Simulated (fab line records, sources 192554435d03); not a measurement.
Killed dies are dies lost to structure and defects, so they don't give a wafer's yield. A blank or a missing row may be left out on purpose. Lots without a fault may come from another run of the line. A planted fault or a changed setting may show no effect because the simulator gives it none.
Chamber matching | flow n5_finfet | N5_BEOL_M2_STRIP_36 on rie_diel-04: 4 sister chambers
The step strips in N2/H2. 8 wafers are shown with their chamber, then 9 later ones without.

WAFERS WITH THEIR CHAMBER
wafer  | chamber | drypump_motor_current_A (A) | throttle_valve_pct (%)
L077.4 | 0       | 5.3                         | 23.59
L085.3 | 3       | 6.1                         | 23.55
L086.1 | 2       | 6.1                         | 23.38
L086.4 | 1       | 5.1                         | 23.62
L086.5 | 0       | 5.3                         | 23.61
L089.3 | 2       | 6.1                         | 23.35
L089.4 | 1       | 5.1                         | 23.63
L089.6 | 3       | 6.0                         | 23.52

WAFERS WITHOUT THEIR CHAMBER
wafer  | drypump_motor_current_A (A) | throttle_valve_pct (%)
L091.2 | 6.1                         | 23.39
L091.3 | 5.1                         | 23.66
L091.4 | 5.3                         | 23.62
L092.2 | 6.0                         | 23.53
L092.4 | 5.0                         | 23.63
L092.5 | 6.0                         | 23.58
L095.1 | 6.0                         | 23.58
L095.3 | 5.3                         | 23.65
L095.6 | 5.4                         | 23.64

WHICH CHAMBER EACH WENT THROUGH
wafer  | from the rows above | in truth
L091.2 | 2                   | 2
L091.3 | 1                   | 1
L091.4 | 0                   | 0
L092.2 | 3                   | 3
L092.4 | 1                   | 1
L092.5 | 3                   | 3
L095.1 | 3                   | 3
L095.3 | 0                   | 0
L095.6 | 0                   | 0
Placed correctly: 9 of 9. Can't be placed from these rows: 0. Placed wrongly: 0.
How it was worked out, from the rows above alone: a wafer's distance from a chamber is the root of the sum, over the readings, of the square of ((its reading less the chamber's mean) divided by the reading's scatter). The wafer belongs to the nearest chamber; if the next one is less than 2 further off, it can't be placed. A chamber's mean is the mean of its shown wafers. The scatter: the root of (the sum of the squares of (reading less its chamber's mean) over the shown wafers, divided by (wafers less chambers)).
